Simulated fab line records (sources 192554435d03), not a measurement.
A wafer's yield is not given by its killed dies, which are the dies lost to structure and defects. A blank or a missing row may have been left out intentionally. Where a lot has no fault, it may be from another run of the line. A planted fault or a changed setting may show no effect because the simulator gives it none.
Split-lot trial :: flow n5Finfet :: 21 wafers read across 7 lots, on a route 1938 steps long

## SPLIT DETAILS
At N5_BEOL_M1_ETCH_77 (etches underlayer in N2/H2, target depth 6.5 nm, time 5.2 s), the setting sourceW was moved away from the recipe's 840 W on 6 of the 21 wafers read, by -14.3% to +8.9%. This setting was run at the recipe's value on the other wafers.

The reading is taken at the split's own step.

## THE READING
rfVppV, in V, at N5_BEOL_M1_ETCH_77 (etches underlayer in N2/H2, target depth 6.5 nm, time 5.2 s). A value of 523.0 V with a standard deviation of 2.7 V is what fault-free wafers of this fab line usually give.

wafer: L075.1
tool, chamber at the split: rieDiel-03, 0
sourceW as run, W: 719.6
against the recipe: -14.3%
rfVppV, V: 556.3
against lot-mates on the recipe: +33.5

wafer: L075.2
tool, chamber at the split: rieDiel-03, 3
sourceW as run, W: 840
against the recipe: recipe
rfVppV, V: 525.7
against lot-mates on the recipe: -

wafer: L075.3
tool, chamber at the split: rieDiel-03, 2
sourceW as run, W: 840
against the recipe: recipe
rfVppV, V: 519.9
against lot-mates on the recipe: -

wafer: L076.1
tool, chamber at the split: rieDiel-05, 1
sourceW as run, W: 840
against the recipe: recipe
rfVppV, V: 523.3
against lot-mates on the recipe: -

wafer: L076.4
tool, chamber at the split: rieDiel-05, 2
sourceW as run, W: 840
against the recipe: recipe
rfVppV, V: 523.4
against lot-mates on the recipe: -

wafer: L076.5
tool, chamber at the split: rieDiel-05, 1
sourceW as run, W: 840
against the recipe: recipe
rfVppV, V: 524.0
against lot-mates on the recipe: -

wafer: L085.1
tool, chamber at the split: rieDiel-02, 0
sourceW as run, W: 840
against the recipe: recipe
rfVppV, V: 526.9
against lot-mates on the recipe: -

wafer: L085.3
tool, chamber at the split: rieDiel-02, 1
sourceW as run, W: 840
against the recipe: recipe
rfVppV, V: 522.6
against lot-mates on the recipe: -

wafer: L085.6
tool, chamber at the split: rieDiel-02, 3
sourceW as run, W: 840
against the recipe: recipe
rfVppV, V: 522.4
against lot-mates on the recipe: -

wafer: L087.1
tool, chamber at the split: rieDiel-02, 2
sourceW as run, W: 914.9
against the recipe: +8.9%
rfVppV, V: 508.3
against lot-mates on the recipe: -13.1

wafer: L087.2
tool, chamber at the split: rieDiel-02, 0
sourceW as run, W: 914.9
against the recipe: +8.9%
rfVppV, V: 508.9
against lot-mates on the recipe: -12.5

wafer: L087.3
tool, chamber at the split: rieDiel-02, 1
sourceW as run, W: 840
against the recipe: recipe
rfVppV, V: 521.4
against lot-mates on the recipe: -

wafer: L089.4
tool, chamber at the split: rieDiel-02, 3
sourceW as run, W: 739.4
against the recipe: -12.0%
rfVppV, V: 543.2
against lot-mates on the recipe: no lot-mate on the recipe

wafer: L089.5
tool, chamber at the split: rieDiel-02, 3
sourceW as run, W: 739.4
against the recipe: -12.0%
rfVppV, V: 542.2
against lot-mates on the recipe: no lot-mate on the recipe

wafer: L089.6
tool, chamber at the split: rieDiel-02, 2
sourceW as run, W: 739.4
against the recipe: -12.0%
rfVppV, V: 544.5
against lot-mates on the recipe: no lot-mate on the recipe

wafer: L090.1
tool, chamber at the split: rieDiel-03, 3
sourceW as run, W: 840
against the recipe: recipe
rfVppV, V: 526.2
against lot-mates on the recipe: -

wafer: L090.2
tool, chamber at the split: rieDiel-03, 2
sourceW as run, W: 840
against the recipe: recipe
rfVppV, V: 519.7
against lot-mates on the recipe: -

wafer: L090.5
tool, chamber at the split: rieDiel-03, 2
sourceW as run, W: 840
against the recipe: recipe
rfVppV, V: 519.7
against lot-mates on the recipe: -

wafer: L091.3
tool, chamber at the split: rieDiel-03, 1
sourceW as run, W: 840
against the recipe: recipe
rfVppV, V: 523.2
against lot-mates on the recipe: -

wafer: L091.4
tool, chamber at the split: rieDiel-03, 3
sourceW as run, W: 840
against the recipe: recipe
rfVppV, V: 526.2
against lot-mates on the recipe: -

wafer: L091.5
tool, chamber at the split: rieDiel-03, 1
sourceW as run, W: 840
against the recipe: recipe
rfVppV, V: 525.6
against lot-mates on the recipe: -

THE FIT
A straight line over all 21 wafers: rfVppV changes by -1.82 V for each +1% of sourceW; r = -0.97; the points scatter about the line by 2.8 V.
The same after taking each lot's own level away (the mean of its wafers on the recipe; 18 wafers): -1.95 V for each +1%; r = -0.96; scatter 2.8 V.
On that fit, the largest move of sourceW shifts the reading by 28 V.
Measured against the standard deviation above, the lots' own levels, which go from 521.40 to 525.00 V, span 1.3 times it.
Hence the lot-to-lot level has little effect on the slope; both slopes agree.
Check: for one of the wafers moved furthest among these (-14.3%), held out of the fit, the line's prediction against its lot-mates is +20.6 V. Against them it came out at +33.5 V.
Tool readings at the split's step, against how far the setting was moved: etchRfOnTimeS r = -0.96; rfVppV r = -0.97.

## FURTHER SPLITS ON THESE WAFERS
Other splits were also applied to these wafers ahead of the reading. Each is held against what the fit with the lots' levels taken away leaves over:
other split on the same wafers: N5_BEOL_M0_SAQP_COAT_81 spinRpm
wafers away from the commonest value: 6
r with rfVppV (lot level and that fit taken away): -0.20

other split on the same wafers: N5_BEOL_M0_SAQP_SPACER2_ALD_26 targetThkA
wafers away from the commonest value: 7
r with rfVppV (lot level and that fit taken away): -0.15

other split on the same wafers: N5_BEOL_M0_SAQP_COAT_87 tempC
wafers away from the commonest value: 7
r with rfVppV (lot level and that fit taken away): +0.23

other split on the same wafers: N5_BEOL_M0_DEP_125 timeS
wafers away from the commonest value: 5
r with rfVppV (lot level and that fit taken away): -0.22

## THE WHOLE CHAIN: every reading that the file lists as answering this split, in the file's order
step: N5_BEOL_M1_ETCH_77
what it does: etches underlayer in N2/H2, target depth 6.5 nm, time 5.2 s
reading: etchRfOnTimeS
change (the file's fit): withheld for each +1% of the setting
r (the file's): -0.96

step: N5_BEOL_M1_ETCH_77
what it does: etches underlayer in N2/H2, target depth 6.5 nm, time 5.2 s
reading: rfVppV
change (the file's fit): -2.09 V for each +1% of the setting
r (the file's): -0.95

## THE FILE'S OWN FIT
rfVppV changes by -2.09 V for each +1% of sourceW, r = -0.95.
